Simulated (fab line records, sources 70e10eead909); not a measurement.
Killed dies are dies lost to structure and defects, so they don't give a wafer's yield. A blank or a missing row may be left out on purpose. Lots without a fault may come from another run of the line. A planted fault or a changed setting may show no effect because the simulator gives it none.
fab line records | flow nand_harc
record lots=12 wafers=36 last_day=23
route steps=1159 shown P_M2@344 P_BONDPAD@369 END@1159
lots that met no fault: from a run of the same line without faults
start_h: hours from the record's first day to the start of the lot's first wafer shown | wait_h: hours since the lot's step before | " the same as in the row above | L1.1+2: a row that stands for several wafers | - no value, or no start given | * or withheld: withheld | < > ~ a bound
route shown NAME@n: a module of which the file shows steps, and the number in the route of the first | usual: mean/standard deviation of fault-free wafers | same: alike in all rows | chamber/n: place in a boat | sites: the reading at each site | _std_site: their standard deviation | _edge_site: outer sites' mean less inner sites' | radius_mm: how far each site lies from the wafer's centre | mask NAME#n: copy n | behind: the tool/chamber that last shaped the wafer | hold: why the lot was held/for how many hours/how that ended | device: the transistor (n, p or np) that didn't switch | end of line: the same wafers' tests at the end of the route | a step without rows: its recipe alone | killed: dies lost to structure and defects at the first sort, not the wafer's yield | map: a wafer's dies, x killed, . not, _ none there
set.NAME: the setting as run; set.NAME@STEP: as run at that earlier step | model.NAME: the simulator's own value behind a step, which no gauge read
steps of the route over a sample of lots; a table a step, a row a wafer
services: from which hour (start_h, from the record's first day; less than 0 if before it) a tool's chamber was out of use, for how many hours, and why
## steps
# step NHARC_P_M2_CMP_23
# recipe t_overpolish_s=20 target_thk_nm=144.3
# usual motor_current_A=12.2/1.1 time_to_endpoint_s=29.3/2.1
# columns lot.wafer tool chamber start_h wait_h motor_current_A time_to_endpoint_s
L903.1 cmp-03 0 136.33 - 12.6 31.9
L903.4 " 3 " " 11.1 31.9
L903.6 " 1 " " 14.8 30.5
L904.4 cmp-04 0 141.84 - 11.5 30.3
L904.1 " 1 " " 10.8 29.6
L904.2 " 3 " " 11.1 30.7
L905.1 cmp-01 2 142.69 - 13.3 30.9
L905.3 " 0 " " 12.1 28.6
L905.5 " 1 " " 11.3 30.8
L907.4 cmp-04 0 150.20 - 11.0 23.6
L907.2 " 2 " " 10.0 26.8
L907.5 " 3 " " 12.0 28.1
L906.3 cmp-03 1 156.58 - 15.3 29.2
L906.6 " 0 " " 13.2 27.0
L906.5 " 1 " " 14.4 32.3
L909.3 cmp-04 0 165.59 - 12.6 24.9
L909.1 " 1 " " 11.2 25.3
L909.5 " 3 " " 11.7 27.2
L912.4 cmp-04 1 175.86 - 11.0 29.1
L912.2 " 2 " " 10.1 30.5
L912.6 " 1 " " 11.4 26.9
L913.4 cmp-01 3 177.45 - 11.5 29.8
L913.2 " 1 " " 11.0 30.9
L913.6 " 3 " " 11.4 28.3
L911.1 cmp-01 2 178.55 - 13.5 31.0
L911.4 " 1 " " 11.4 28.5
L911.5 " 2 " " 13.1 29.2
L920.1 cmp-01 2 226.18 - 14.1 30.9
L920.2 " 3 " " 11.2 29.8
L920.3 " 1 " " 11.5 29.8
L919.3 cmp-04 3 228.12 - 12.2 29.0
L919.4 " 2 " " 11.1 28.2
L919.6 " 3 " " 11.7 29.3
L924.2 cmp-03 3 250.20 - 11.4 30.9
L924.5 " 0 " " 12.6 28.9
L924.6 " 1 " " 14.9 29.1
# step NHARC_P_BONDPAD_ETCH_12
# recipe target_depth_a=2000 time_s=100 chf3_flow_sccm=50 o2_flow_sccm=10 ar_flow_sccm=200 rf_w=500 bias_w=200 chemistry=CHF3/O2
# usual drypump_motor_current_A=5.7/0.39 oes_product_au=0.943/0.024 rf_vpp_V=370.3/2.4 run_length_s=121.40/0.28 showerhead_plenum_p_Torr=2.39/0.11 throttle_valve_pct=20.572/0.0088
# columns lot.wafer tool chamber start_h wait_h drypump_motor_current_A oes_product_au rf_hours_counter_h rf_vpp_V run_length_s showerhead_plenum_p_Torr throttle_valve_pct
L903.1 rie_diel-04 2 138.99 - 6.0 0.982 2 368.1 121.26 2.30 20.569
L903.4 " 1 " " 5.4 0.959 2 372.8 121.95 2.51 20.583
L903.6 " 2 " " 6.0 0.996 - 369.0 121.15 2.31 20.558
L904.2 rie_diel-04 3 144.49 - 5.5 0.973 2 367.1 121.24 2.26 20.570
L904.1 " 1 " " 5.5 0.960 2 374.1 121.76 2.51 20.589
L904.4 " 2 " " 6.0 0.985 2 369.0 121.69 2.30 20.594
L905.3 rie_diel-04 0 145.59 - 6.3 0.914 3 374.2 121.11 2.53 20.568
L905.1 " 1 " " 5.5 0.915 2 371.8 121.77 2.51 20.574
L905.5 " 2 " " 6.0 0.941 - 369.5 121.22 2.31 20.581
L907.4 rie_diel-04 3 152.82 - 5.5 0.916 4 365.2 121.20 2.26 20.581
L907.2 " 0 " " 6.3 0.914 4 372.0 121.41 2.52 20.595
L907.5 " 0 " " 6.3 0.926 - 374.2 120.90 2.52 20.547
L906.3 rie_diel-04 0 159.22 - 6.3 0.982 4 372.6 120.98 2.52 20.562
L906.5 " 0 " " 6.3 0.973 - 372.9 121.31 2.52 20.574
L906.6 " 1 " " 5.5 0.975 - 374.3 121.72 2.51 20.580
L909.3 rie_diel-04 2 168.23 - 6.0 0.982 5 367.8 121.26 2.30 20.576
L909.1 " 0 " " 6.3 0.971 5 374.1 121.27 2.52 20.574
L909.5 " 1 " " 5.5 0.984 - 372.7 121.48 2.51 20.562
L912.2 rie_diel-04 1 178.60 - 5.5 0.924 6 373.5 121.76 2.51 20.569
L912.4 " 0 " " 6.3 0.929 - 373.0 121.11 2.52 20.568
L912.6 " 3 " " 5.5 0.921 - 367.5 121.49 2.26 20.572
L913.2 rie_diel-04 3 180.17 - 5.5 0.913 6 368.9 121.37 2.26 20.570
L913.4 " 0 " " 6.3 0.931 6 373.0 121.44 2.52 20.570
L913.6 " 3 " " 5.5 0.914 - 366.6 121.85 2.26 20.583
L911.1 rie_diel-09 3 181.26 - 5.7 0.924 35 368.1 121.05 2.28 20.576
L911.4 " 0 " " 5.5 0.908 32 368.7 121.59 2.37 20.576
L911.5 " 3 " " 5.7 0.916 - 367.9 121.59 2.28 20.563
L920.1 rie_diel-04 0 228.90 - 6.3 0.967 10 373.4 121.35 2.52 20.566
L920.2 " 1 " " 5.5 0.924 12 372.6 121.87 2.51 20.565
L920.3 " 3 " " 5.5 0.920 12 366.8 94.05 2.25 20.569
L919.3 rie_diel-04 0 230.64 - 6.3 1.000 10 374.2 93.52 2.52 20.572
L919.4 " 3 " " 5.5 0.958 12 367.8 121.55 2.25 20.564
L919.6 " 0 " " 6.3 0.989 - 372.4 121.22 2.52 20.569
L924.2 rie_diel-09 0 252.79 - 5.5 0.947 57 368.6 121.56 2.36 20.585
L924.6 " 3 " " 5.7 0.956 - 367.1 121.32 2.27 20.560
L924.5 " 0 " " 5.5 0.952 - 369.6 121.85 2.36 20.570
# step NHARC_P_BONDPAD_DEGAS_25
# recipe temp_c=300 time_s=60
# usual heater_power_w=473/52
# columns lot.wafer tool chamber start_h wait_h heater_power_w
L903.4 pvd_sputter-01 - 139.75 - 404
L903.1 " - " " 496
L903.6 " - " " 392
L904.1 pvd_sputter-03 - 145.26 - 390
L904.2 " - " " 532
L904.4 " - " " 500
L905.1 pvd_sputter-03 - 146.34 - 507
L905.3 " - " " 397
L905.5 " - " " 527
L907.2 pvd_sputter-01 - 153.58 - 387
L907.4 " - " " 497
L907.5 " - " " 497
L906.3 pvd_sputter-03 - 159.99 - 414
L906.6 " - " " 515
L906.5 " - " " 507
L909.1 pvd_sputter-03 - 169.02 - 521
L909.3 " - " " 514
L909.5 " - " " 504
L912.2 pvd_sputter-03 - 179.45 - 518
L912.4 " - " " 514
L912.6 " - " " 534
L913.2 pvd_sputter-03 - 180.94 - 505
L913.4 " - " " 416
L913.6 " - " " 535
L911.4 pvd_sputter-03 - 182.06 - 504
L911.1 " - " " 404
L911.5 " - " " 510
L920.2 pvd_sputter-02 - 229.67 - 416
L920.1 " - " " 513
L920.3 " - " " 465
L919.4 pvd_sputter-02 - 231.40 - 477
L919.3 " - " " 410
L919.6 " - " " 499
L924.2 pvd_sputter-03 - 253.60 - 497
L924.6 " - " " 410
L924.5 " - " " 505
# step NHARC_P_BONDPAD_PRE_CLEAN_26
# recipe time_s=30 temp_c=280 gas=H2/He
# usual heater_power_w=411/48
# columns lot.wafer tool chamber start_h wait_h heater_power_w
L903.4 pvd_sputter-01 - - - 346
L903.1 " - " " 432
L903.6 " - " " 344
L904.4 pvd_sputter-03 - - - 459
L904.2 " - " " 437
L904.1 " - " " 358
L905.1 pvd_sputter-03 - - - 453
L905.3 " - " " 359
L905.5 " - " " 456
L907.4 pvd_sputter-01 - - - 339
L907.2 " - " " 437
L907.5 " - " " 391
L906.3 pvd_sputter-03 - - - 443
L906.5 " - " " 359
L906.6 " - " " 462
L909.1 pvd_sputter-03 - - - 472
L909.3 " - " " 438
L909.5 " - " " 462
L912.2 pvd_sputter-03 - - - 473
L912.4 " - " " 441
L912.6 " - " " 440
L913.2 pvd_sputter-03 - - - 468
L913.4 " - " " 359
L913.6 " - " " 445
L911.4 pvd_sputter-03 - - - 366
L911.1 " - " " 441
L911.5 " - " " 355
L920.1 pvd_sputter-02 - - - 368
L920.2 " - " " 450
L920.3 " - " " 416
L919.4 pvd_sputter-02 - - - 304
L919.3 " - " " 431
L919.6 " - " " 363
L924.2 pvd_sputter-03 - - - 455
L924.6 " - " " 458
L924.5 " - " " 468
# step NHARC_END_SORT_01
# recipe temp_c=25
# usual defect_limited_yield=95.1/1.6 killed_at_array=29/11 killed_at_other=0.7/1.1 killed_at_periphery=2.9/2.2 killed_dies=33/11 killed_open=3.1/1.8 killed_short=1.9/1.4 sort_bin_2_pct=1.6/0.64 sort_bin_3_pct=0.26/0.18 sort_bin_4_pct=3.1/1.1 sort_n_pass=644/11 sort_rim_yield_pct=95.7/2.8 sort_yield_pct=95.1/1.6
# same gross_dies=677 sort_bin_5_pct[%]=0 sort_bin_6_pct[%]=0 sort_bin_7_pct[%]=0 sort_bin_8_pct[%]=0 sort_rim_n_gross=106.00
# columns lot.wafer tool chamber start_h wait_h defect_limited_yield[%] killed_at_array killed_at_other killed_at_periphery killed_dies killed_open killed_short sort_bin_2_pct[%] sort_bin_3_pct[%] sort_bin_4_pct[%] sort_n_pass sort_rim_yield_pct[%] sort_yield_pct[%]
L903.1 prober-02 0 448.54 2.5 94.8 32 2 1 35 4 3 1.0 0.59 3.5 642 99.1 94.8
L903.4 prober-02 0 450.98 3.4 94.5 35 0 2 37 2 1 1.9 0.15 3.4 640 94.3 94.5
L903.6 prober-02 0 452.61 4.1 94.8 29 1 5 35 7 2 1.5 0.30 3.4 642 94.3 94.8
L907.2 prober-01 0 457.09 2.8 98.5 8 2 0 10 2 2 0.4 0 1.0 667 98.1 98.5
L907.4 prober-01 0 458.69 3.4 98.2 10 0 2 12 2 3 0.1 0.15 1.5 665 97.2 98.2
L907.5 prober-01 0 459.48 3.7 98.4 8 1 2 11 3 1 0.6 0.30 0.7 666 99.1 98.4
L911.1 prober-01 0 489.16 2.5 95.4 29 1 1 31 5 2 1.3 0.44 2.8 646 94.3 95.4
L911.4 prober-01 0 491.53 3.4 95.7 25 3 1 29 1 2 1.0 0.30 3.0 648 94.3 95.7
L911.5 prober-01 0 492.32 3.7 96.6 20 1 2 23 4 4 0.7 0.30 2.4 654 98.1 96.6
L920.1 prober-02 0 534.15 2.5 96.3 20 2 3 25 1 5 1.3 0.30 2.1 652 95.3 96.3
L920.2 prober-02 0 534.96 2.8 95.9 25 1 2 28 3 1 1.5 0.15 2.5 649 99.1 95.9
L920.3 prober-02 0 535.77 3.1 0 15 1 661 677 2 4 98.8 0.30 0.9 0 0 0
L919.3 prober-01 0 535.74 3.1 0 43 1 633 677 4 0 95.4 0.15 4.4 0 0 0
L919.4 prober-01 0 536.53 3.4 93.2 46 0 0 46 1 1 1.3 0.44 5.0 631 92.5 93.2
L919.6 prober-01 0 538.12 4.0 92.0 51 0 3 54 4 2 1.8 0.59 5.6 623 99.1 92.0
# killed by level:class
L903.1 A_SLIT:chamber_film_flake=14 A_CHANNEL_HOLE_D1:chamber_film_flake=12 P_M0:geometric_particle:open=1 A_CHANNEL_HOLE_D1:geometric_particle:short=1 A_CHANNEL_FILL_D1:geometric_particle:short=1 A_CONTACT:geometric_particle:open=1 A_M0:geometric_particle:open=1 STARTING-WAFER:geometric_particle:open=1
L903.4 A_SLIT:chamber_film_flake=12 A_CHANNEL_HOLE_D1:chamber_film_flake=11 A_STAIRCASE:chamber_film_flake=4 A_CONTACT:chamber_film_flake=3 A_SGD_CUT:chamber_film_flake=2 A_CHANNEL_FILL_D1:geometric_particle:short=1 A_SLIT:geometric_particle:open=1 A_CONTACT:geometric_particle:open=1
L903.6 A_CHANNEL_HOLE_D1:chamber_film_flake=10 A_SLIT:chamber_film_flake=9 P_M0:geometric_particle:open=3 A_STAIRCASE:chamber_film_flake=3 A_CONTACT:chamber_film_flake=2 P_GATE:geometric_particle:open=1 P_CONTACT:geometric_particle:open=1 A_CHANNEL_HOLE_D1:geometric_particle:open=1
L907.2 A_CHANNEL_HOLE_D1:chamber_film_flake=3 A_CONTACT:geometric_particle:open=2 THIN_TSV:chamber_film_flake=2 A_WL_FILL:geometric_particle:short=1 A_BLC:geometric_particle:short=1 A_STAIRCASE:chamber_film_flake=1
L907.4 A_CONTACT:geometric_particle:open=2 A_CHANNEL_HOLE_D1:chamber_film_flake=2 A_STAIRCASE:chamber_film_flake=2 P_M1:geometric_particle:short=1 P_BONDPAD:geometric_particle:short=1 A_SGD_CUT:geometric_particle:short=1 A_ZERO_WELL:chamber_film_flake=1 A_CHANNEL_FILL_D1:chamber_film_flake=1
L907.5 A_CONTACT:geometric_particle:open=2 A_CHANNEL_HOLE_D1:chamber_film_flake=2 A_SLIT:chamber_film_flake=2 A_CHANNEL_FILL_D1:geometric_particle:open=1 A_CONTACT:geometric_particle:short=1 P_STI:chamber_film_flake=1 P_GATE:chamber_film_flake=1 THIN_TSV:chamber_film_flake=1
L911.1 A_CHANNEL_HOLE_D1:chamber_film_flake=18 A_ONON_D1:geometric_particle:short=2 A_CONTACT:geometric_particle:open=2 A_CONTACT:chamber_film_flake=2 P_M0:geometric_particle:open=1 A_ONON_D1:geometric_particle:open=1 STARTING-WAFER:geometric_particle:open=1 A_CHANNEL_FILL_D1:chamber_film_flake=1
L911.4 A_CHANNEL_HOLE_D1:chamber_film_flake=16 A_STAIRCASE:chamber_film_flake=3 A_CONTACT:chamber_film_flake=3 THIN_TSV:chamber_film_flake=3 A_M1:geometric_particle:short=2 A_ONON_D1:geometric_particle:open=1 P_ZERO_WELL:chamber_film_flake=1
L911.5 A_CHANNEL_HOLE_D1:chamber_film_flake=9 A_WL_FILL:geometric_particle:short=3 A_CHANNEL_FILL_D1:geometric_particle:open=2 P_ZERO_WELL:chamber_film_flake=2 A_CONTACT:chamber_film_flake=2 A_CHANNEL_FILL_D1:geometric_particle:short=1 A_M0:geometric_particle:open=1 STARTING-WAFER:geometric_particle:open=1
L920.1 A_STAIRCASE:chamber_film_flake=6 A_CHANNEL_HOLE_D1:chamber_film_flake=5 P_STI:chamber_film_flake=3 A_ONON_D1:geometric_particle:short=2 A_CONTACT:chamber_film_flake=2 A_SLIT:chamber_film_flake=2 A_ONON_D1:geometric_particle:open=1 A_CHANNEL_FILL_D1:geometric_particle:short=1
L920.2 A_CHANNEL_HOLE_D1:chamber_film_flake=9 A_STAIRCASE:chamber_film_flake=4 A_SLIT:chamber_film_flake=4 A_CONTACT:chamber_film_flake=4 P_STI:chamber_film_flake=2 A_SOURCE_PLATE:geometric_particle:open=1 A_ONON_D1:geometric_particle:open=1 A_BLC:geometric_particle:open=1
L919.3 P_BONDPAD:area_etch=631 A_CHANNEL_HOLE_D1:chamber_film_flake=18 A_SLIT:chamber_film_flake=16 A_CONTACT:chamber_film_flake=4 A_STAIRCASE:chamber_film_flake=2 P_M0:geometric_particle:open=1 A_ONON_D1:geometric_particle:open=1 A_WL_FILL:geometric_particle:open=1
L920.3 P_BONDPAD:area_etch=661 A_CHANNEL_HOLE_D1:chamber_film_flake=8 A_ONON_D1:geometric_particle:short=2 A_ONON_D1:geometric_particle:open=1 A_CONTACT:geometric_particle:open=1 A_M0:geometric_particle:short=1 STARTING-WAFER:geometric_particle:short=1 A_STAIRCASE:chamber_film_flake=1
L919.4 A_CHANNEL_HOLE_D1:chamber_film_flake=17 A_SLIT:chamber_film_flake=16 A_STAIRCASE:chamber_film_flake=5 A_CONTACT:chamber_film_flake=4 A_ZERO_WELL:chamber_film_flake=2 A_ONON_D1:geometric_particle:short=1 A_CONTACT:geometric_particle:open=1
L919.6 A_SLIT:chamber_film_flake=18 A_CHANNEL_HOLE_D1:chamber_film_flake=18 A_STAIRCASE:chamber_film_flake=5 A_ZERO_WELL:chamber_film_flake=3 A_CONTACT:geometric_particle:open=2 A_CONTACT:chamber_film_flake=2 P_GATE:geometric_particle:open=1 P_M0:geometric_particle:short=1
## services
# columns tool chamber start_h hours kind
cmp-04 - 114.87 1.1 repair
cmp-01 - 135.30 1.8 repair
cmp-04 - 141.22 0.3 repair
cmp-03 - 157.67 0.6 repair
pvd_sputter-01 - 158.01 10.0 pm
cmp-03 - 161.98 4.0 pm
pvd_sputter-01 - 169.99 10.7 repair
cmp-01 - 171.79 0.9 repair
cmp-03 - 172.53 1.9 repair
pvd_sputter-02 - 174.14 7.8 repair
rie_diel-04 2 178.37 1.5 repair
cmp-01 - 180.74 4.0 pm
pvd_sputter-01 - 184.48 9.0 repair
cmp-01 - 186.12 3.9 repair
cmp-04 - 192.83 1.1 repair
rie_diel-09 0 195.54 6.6 repair
rie_diel-04 - 195.89 0.3 repair
cmp-04 - 203.00 4.0 pm
rie_diel-04 0 206.22 5.4 repair
pvd_sputter-02 - 214.01 10.0 pm
rie_diel-04 0 215.23 5.7 repair
cmp-01 - 238.99 1.2 repair
pvd_sputter-03 - 243.63 3.9 repair
rie_diel-04 0 246.58 15.6 repair
## key
first_sign step=NHARC_P_BONDPAD_ETCH_12 reading=run_length_s direction=down sigmas=99 usual=* struck=*
effect step=NHARC_END_SORT_01 reading=killed_at_periphery direction=up sigmas=99+ usual=2.9 struck=647
more_kills_born_at NHARC_P_BONDPAD_ETCH_12@rie_diel-04=1292
met_at NHARC_P_BONDPAD_ETCH_12
struck_lots L919,L920
struck_wafers L919.3,L920.3
later_rows_left_out L919.3,L920.3
not_acting_at NHARC_P_M2_CMP_23,NHARC_P_BONDPAD_DEGAS_25,NHARC_P_BONDPAD_PRE_CLEAN_26
onset_between 180.17 228.90
fault kind=process_parameter_drift tool=rie_diel-04 chamber=- onset_h=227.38 steps=NHARC_P_BONDPAD_ETCH_12 channel=time_s offset=* shape=step end_h=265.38 scope=struck_wafers_only acts_in=* stated=*
# later_rows_left_out: the simulator's readings of these wafers behind a module that went badly wrong aren't trusted and aren't shown, but for the sort
